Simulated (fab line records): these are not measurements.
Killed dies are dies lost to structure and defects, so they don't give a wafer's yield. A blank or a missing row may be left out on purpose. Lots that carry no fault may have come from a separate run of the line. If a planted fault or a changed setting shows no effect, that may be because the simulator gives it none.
Chamber matching + flow n5Finfet + N5_BEOL_M2_ETCH_63 on rieDiel-04: 4 sister chambers
The step etches SiARC in CF4, target depth 15.6 nm, time 26 s. 4 wafers are shown with their chamber, then 8 later ones without.

WAFERS, EACH WITH ITS CHAMBER
| wafer  | chamber | throttleValvePct (%) |
|--------|---------|----------------------|
| L082.3 | 3       | 15.31                |
| L085.1 | 2       | 15.99                |
| L085.2 | 0       | 15.24                |
| L087.1 | 1       | 16.03                |

WAFERS WHOSE CHAMBER IS MISSING
| wafer  | throttleValvePct (%) |
|--------|----------------------|
| L087.2 | 15.26                |
| L087.3 | 15.32                |
| L089.1 | 15.29                |
| L089.2 | 16.05                |
| L089.5 | 15.25                |
| L094.2 | 15.47                |
| L094.3 | 15.37                |
| L094.5 | 15.29                |

EACH ONE'S CHAMBER
| wafer  | from the rows above     | in truth |
|--------|-------------------------|----------|
| L087.2 | can't be placed: 0 or 3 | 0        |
| L087.3 | can't be placed: 3 or 0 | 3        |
| L089.1 | can't be placed: 3 or 0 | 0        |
| L089.2 | can't be placed: 1 or 2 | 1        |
| L089.5 | can't be placed: 0 or 3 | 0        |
| L094.2 | can't be placed: 3 or 0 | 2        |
| L094.3 | can't be placed: 3 or 0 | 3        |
| L094.5 | can't be placed: 3 or 0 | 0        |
Correctly placed: 0 of 8. Unplaceable from these rows: 8, with the true chamber sitting among the candidates in 7. Wrongly placed: 0.
How it was worked out, from the rows above alone: a wafer's distance from a chamber is the root of the sum, over the readings, of the square of ((its reading less the chamber's mean) divided by the reading's scatter). If the next closest chamber is less than 2 further off than the closest, the wafer can't be placed; otherwise it belongs to the closest. The mean given for a chamber averages the wafers shown for that chamber. The scatter: with one shown wafer a chamber, the root of the mean of the squares of how far each hidden wafer lies from its nearest shown one.
